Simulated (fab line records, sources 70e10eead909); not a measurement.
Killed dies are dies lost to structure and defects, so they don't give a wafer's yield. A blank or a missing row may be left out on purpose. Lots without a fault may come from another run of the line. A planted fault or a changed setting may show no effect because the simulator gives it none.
Which tool did it? | flow nand_harc | 13 lots, 39 wafers sampled, at 5 steps of a route of 1302

WHAT THE GAUGES READ, wafer by wafer
NHARC_P_BONDPAD_THK_MEAS_33: measures by ellipsometry.
lot  | measured     | on            | thk_nm (nm)
L170 | day 6 17:56  | film_metro-01 | 200.7 202.4 199.2
L175 | day 8 13:52  | film_metro-01 | 200.9 200.5 202.2
L171 | day 9 01:10  | film_metro-01 | 200.5 200.5 201.1
L177 | day 9 11:32  | film_metro-02 | 200.3 201.1 202.2
L178 | day 9 18:49  | film_metro-01 | 198.3 196.9 201.2
L180 | day 10 17:39 | film_metro-02 | 199.3 200.6 199.0
L186 | day 13 01:40 | film_metro-02 | 198.6 202.5 200.5
L187 | day 13 11:10 | film_metro-02 | 199.5 199.7 197.4
L188 | day 13 20:23 | film_metro-02 | 198.9 200.8 200.1
L190 | day 14 22:33 | film_metro-01 | 197.0 200.1 197.8
L191 | day 15 09:08 | film_metro-02 | 200.7 199.8 200.9
L192 | day 15 15:30 | film_metro-02 | 202.2 198.0 202.1
L193 | day 16 01:02 | film_metro-01 | 201.4 197.1 199.2

NHARC_END_SORT_01.
lot  | measured     | on        | defect_limited_yield (%) | killed_at_array | killed_at_other | killed_at_periphery | killed_dies | killed_open | killed_short
L177 | day 27 14:55 | prober-02 | 96 96 97                 | 21 22 19        | 1 0 0           | 7 4 3               | 29 26 22    | 3 3 1       | 4 1 3
L178 | day 28 05:46 | prober-01 | 92 88 92                 | 41 72 50        | 7 4 2           | 6 3 1               | 54 79 53    | 2 6 3       | 2 4 4
L188 | day 31 01:24 | prober-02 | 95 96 91                 | 27 24 47        | 0 0 1           | 4 6 10              | 31 30 58    | 4 1 5       | 7 2 2

WHICH TOOL RAN EACH LOT (tool, then ch and the chambers of the sampled wafers, then the start)
lot  | NHARC_P_M2_DEP_33               | NHARC_P_BONDPAD_ETCH_24            | NHARC_P_BONDPAD_DEGAS_25
L170 | pecvd-03 ch 0,1,2, day 6 16:56  | rie_diel-02 ch 0,1,2, day 6 19:16  | pvd_sputter-03, day 6 19:41
L175 | pecvd-04 ch 0,2, day 8 12:47    | rie_diel-03 ch 0,2,3, day 8 15:04  | pvd_sputter-03, day 8 15:28
L171 | pecvd-02 ch 0,1,2, day 8 23:58  | rie_diel-10 ch 0,1,3, day 9 02:29  | pvd_sputter-02, day 9 02:53
L177 | pecvd-03 ch 1,2, day 9 10:30    | rie_diel-03 ch 1,2, day 9 12:51    | pvd_sputter-03, day 9 13:14
L178 | pecvd-04 ch 0,2, day 9 17:46    | rie_diel-10 ch 1,2,3, day 9 20:08  | pvd_sputter-03, day 9 20:32
L180 | pecvd-04 ch 0,1, day 10 16:37   | rie_diel-10 ch 0,3, day 10 18:58   | pvd_sputter-02, day 10 19:23
L186 | pecvd-04 ch 0,1,2, day 13 00:35 | rie_diel-10 ch 1,2, day 13 02:59   | pvd_sputter-01, day 13 03:23
L187 | pecvd-04 ch 1,2, day 13 10:10   | rie_diel-02 ch 1,2, day 13 12:59   | pvd_sputter-01, day 13 13:29
L188 | pecvd-02 ch 0,2, day 13 19:19   | rie_diel-03 ch 1,2,3, day 13 21:35 | pvd_sputter-03, day 13 22:02
L190 | pecvd-04 ch 1,2, day 14 21:29   | rie_diel-03 ch 2,3, day 14 23:52   | pvd_sputter-02, day 15 00:16
L191 | pecvd-04 ch 0,1,2, day 15 08:06 | rie_diel-03 ch 1,2,3, day 15 10:29 | pvd_sputter-01, day 15 10:55
L192 | pecvd-02 ch 0,1, day 15 14:26   | rie_diel-03 ch 0,1, day 15 16:49   | pvd_sputter-01, day 15 17:13
L193 | pecvd-03 ch 1,2, day 15 23:58   | rie_diel-10 ch 0,1,3, day 16 02:13 | pvd_sputter-03, day 16 02:37
- NHARC_P_M2_DEP_33: deposits SiCN, target thk 30 nm.
- NHARC_P_BONDPAD_ETCH_24: etches the open film in CF4/N2, target depth 30 nm, time 72.99 s.
- NHARC_P_BONDPAD_DEGAS_25: time 60 s.

WHAT THE TOOLS THEMSELVES READ (means of the sampled wafers that have a number; where no wafer has one, the mark that the record gives instead)
NHARC_P_M2_DEP_33.
lot  | tool     | heater_power_w (W)
L170 | pecvd-03 | 549
L175 | pecvd-04 | 598
L171 | pecvd-02 | 559
L177 | pecvd-03 | 561
L178 | pecvd-04 | 590
L180 | pecvd-04 | 470
L186 | pecvd-04 | 509
L187 | pecvd-04 | 527
L188 | pecvd-02 | 579
L190 | pecvd-04 | 548
L191 | pecvd-04 | 527
L192 | pecvd-02 | 631
L193 | pecvd-03 | 568

NHARC_P_BONDPAD_ETCH_24.
lot  | tool        | drypump_motor_current_A (A) | oes_product_au (a.u.) | rf_vpp_V (V) | run_length_s (s) | showerhead_plenum_p_Torr (Torr) | throttle_valve_pct (%)
L170 | rie_diel-02 | 6.1                         | 1.007                 | 316.3        | 94.3             | 2.72                            | 19.800
L175 | rie_diel-03 | 5.4                         | 1.002                 | 314.8        | 94.1             | 2.68                            | 19.792
L171 | rie_diel-10 | 6.0                         | 1.002                 | 315.6        | 94.2             | 2.71                            | 19.792
L177 | rie_diel-03 | 5.5                         | 1.005                 | 313.5        | 94.7             | 2.58                            | 19.798
L178 | rie_diel-10 | 5.9                         | 0.991                 | 315.0        | 94.6             | 2.73                            | 19.796
L180 | rie_diel-10 | 6.0                         | 0.991                 | 317.1        | 94.1             | 2.74                            | 19.791
L186 | rie_diel-10 | 5.9                         | 0.991                 | 315.5        | 82.5             | 2.70                            | 19.794
L187 | rie_diel-02 | 6.1                         | 1.005                 | 315.7        | 94.5             | 2.67                            | 19.796
L188 | rie_diel-03 | 5.7                         | 0.995                 | 314.3        | 94.3             | 2.67                            | 19.794
L190 | rie_diel-03 | 5.8                         | 1.010                 | 314.9        | 94.3             | 2.66                            | 19.793
L191 | rie_diel-03 | 5.8                         | 1.005                 | 315.7        | 94.8             | 2.67                            | 19.792
L192 | rie_diel-03 | 5.3                         | 0.999                 | 316.5        | 94.5             | 2.79                            | 19.796
L193 | rie_diel-10 | 6.0                         | 0.988                 | 315.4        | 94.3             | 2.71                            | 19.788

NHARC_P_BONDPAD_DEGAS_25.
lot  | tool           | heater_power_w (W)
L170 | pvd_sputter-03 | 450
L175 | pvd_sputter-03 | 450
L171 | pvd_sputter-02 | 437
L177 | pvd_sputter-03 | 497
L178 | pvd_sputter-03 | 430
L180 | pvd_sputter-02 | 401
L186 | pvd_sputter-01 | 530
L187 | pvd_sputter-01 | 462
L188 | pvd_sputter-03 | 469
L190 | pvd_sputter-02 | 452
L191 | pvd_sputter-01 | 497
L192 | pvd_sputter-01 | 477
L193 | pvd_sputter-03 | 440

THE ANSWER, worked out from the rows above alone
Rule: what is usual is taken from the lots themselves. Put in order of their means at a reading, lots are off if they are a third of the lots or fewer, leave a main group of 4 or more, and stand apart from it by a gap of 3 or more times the standard deviation of the main group's means; of several such gaps the widest counts. A main group whose means are all the same, to the digits that the tables above print for the reading, isn't used. A lot without any number at a reading at which 4 lots or more have one is off too. The other lots that the step has rows for count as sound. The gauges are gone through in route order, then the tools' own readings, and for those a lot's mean is taken as printed above. The first step at which some lot is off is used, and at that step the reading that is off furthest; a lot without a number counts as furthest.
Off: L186, at NHARC_P_BONDPAD_ETCH_24 (run_length_s). The main group: mean 94.4 s, standard deviation 0.22.
A tool fits if, at that step or a process step before it, it ran every lot that is off, and no sound lot after the first of them. None of those tried fits.

WHAT THE SIMULATOR HAD PUT IN
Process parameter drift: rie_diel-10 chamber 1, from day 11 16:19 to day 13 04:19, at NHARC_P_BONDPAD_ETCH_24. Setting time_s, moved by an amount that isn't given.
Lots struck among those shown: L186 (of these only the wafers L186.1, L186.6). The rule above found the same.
